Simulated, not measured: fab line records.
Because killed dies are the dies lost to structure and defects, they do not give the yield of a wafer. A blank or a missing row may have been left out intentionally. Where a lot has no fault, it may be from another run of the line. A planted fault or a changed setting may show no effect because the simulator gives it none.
Chamber matching | flow nand harc | NHARC_A_CHANNEL_FILL_D1_ALD_02 on ald hk-01 has 4 sister chambers
The step deposits SiO2, target thk 6 nm, pulse time 10 s, ald cycles 60. 22 wafers are shown with their chamber, then 11 later ones without.

## WAFERS WITH THEIR CHAMBER
wafer  | chamber | heater power w (W) | susceptor temp C (C) | precursor pulse height rel
L076.1 | 3       | 426                | 299.76               | 0.989
L076.5 | 2       | 486                | 299.94               | 0.962
L076.6 | 3       | 438                | 300.01               | 1.008
L075.3 | 3       | 437                | 299.87               | 1.012
L075.4 | 1       | 511                | 299.91               | 0.995
L075.6 | 2       | 488                | 300.25               | 1.012
L081.1 | 1       | 517                | 299.60               | 0.972
L081.2 | 2       | 501                | 300.04               | 0.925
L081.6 | 2       | 489                | 299.88               | 0.963
L082.2 | 1       | 473                | 300.13               | 0.971
L082.3 | 0       | 396                | 300.17               | 0.989
L082.6 | 1       | 473                | 299.95               | 1.023
L083.1 | 3       | 450                | 299.98               | 0.992
L083.3 | 1       | 468                | 299.80               | 0.987
L083.6 | 2       | 512                | 300.30               | 0.981
L086.1 | 2       | 512                | 300.09               | 1.015
L086.5 | 2       | 523                | 299.83               | 0.983
L086.6 | 1       | 465                | 299.82               | 1.024
L089.1 | 1       | 473                | 300.13               | 1.007
L089.5 | 1       | 467                | 300.07               | 1.017
L089.6 | 0       | 394                | 300.05               | 0.984
L091.1 | 0       | 389                | 300.45               | 0.995

SIGNATURES (means of the wafers above)
reading                    | chamber 0 | chamber 1 | chamber 2 | chamber 3 | scatter within a chamber
heater power w             | 393.00    | 480.88    | 501.57    | 437.75    | 16
susceptor temp C           | 300.2233  | 299.9262  | 300.0471  | 299.9050  | 0.176
precursor pulse height rel | 0.98933   | 0.99950   | 0.97729   | 1.00025   | 0.023
Rule: for each reading, subtract the chamber's mean from the wafer's reading, divide by that reading's scatter and square the result; add these up over the readings and take the root, which gives the wafer's distance from the chamber. The wafer belongs to the nearest chamber; if the next one is less than 2 further off, it can't be placed. How the scatter is found: for the shown wafers, subtract from each reading the mean of its chamber, square and add these, divide the total by (wafers less chambers), then take the root.

## WAFERS WHOSE CHAMBER IS MISSING
wafer  | heater power w (W) | susceptor temp C (C) | precursor pulse height rel
L091.3 | 510                | 300.15               | 1.007
L091.4 | 442                | 299.92               | 1.004
L092.4 | 399                | 300.08               | 1.001
L092.5 | 426                | 300.00               | 0.991
L092.6 | 519                | 299.98               | 0.961
L095.1 | 388                | 299.99               | 0.996
L095.2 | 459                | 300.13               | 1.008
L095.4 | 502                | 299.94               | 0.996
L096.3 | 514                | 299.75               | 1.016
L096.4 | 397                | 299.90               | 1.011
L096.6 | 479                | 299.76               | 0.978

## WHICH CHAMBER EACH ONE RAN IN
wafer  | from the rows above          | in truth
L091.3 | can't be placed: 2 or 1      | 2
L091.4 | 3                            | 3
L092.4 | can't be placed: 0 or 3      | 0
L092.5 | can't be placed: 3 or 0      | 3
L092.6 | can't be placed: 2 or 1      | 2
L095.1 | can't be placed: 0 or 3      | 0
L095.2 | can't be placed: 1 or 3 or 2 | 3
L095.4 | can't be placed: 2 or 1      | 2
L096.3 | can't be placed: 1 or 2      | 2
L096.4 | can't be placed: 0 or 3      | 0
L096.6 | can't be placed: 1 or 2 or 3 | 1
1 of 11 placed correctly. Not placeable from these rows: 10 (in 10, the candidates include the true chamber). Placed wrongly: 0.
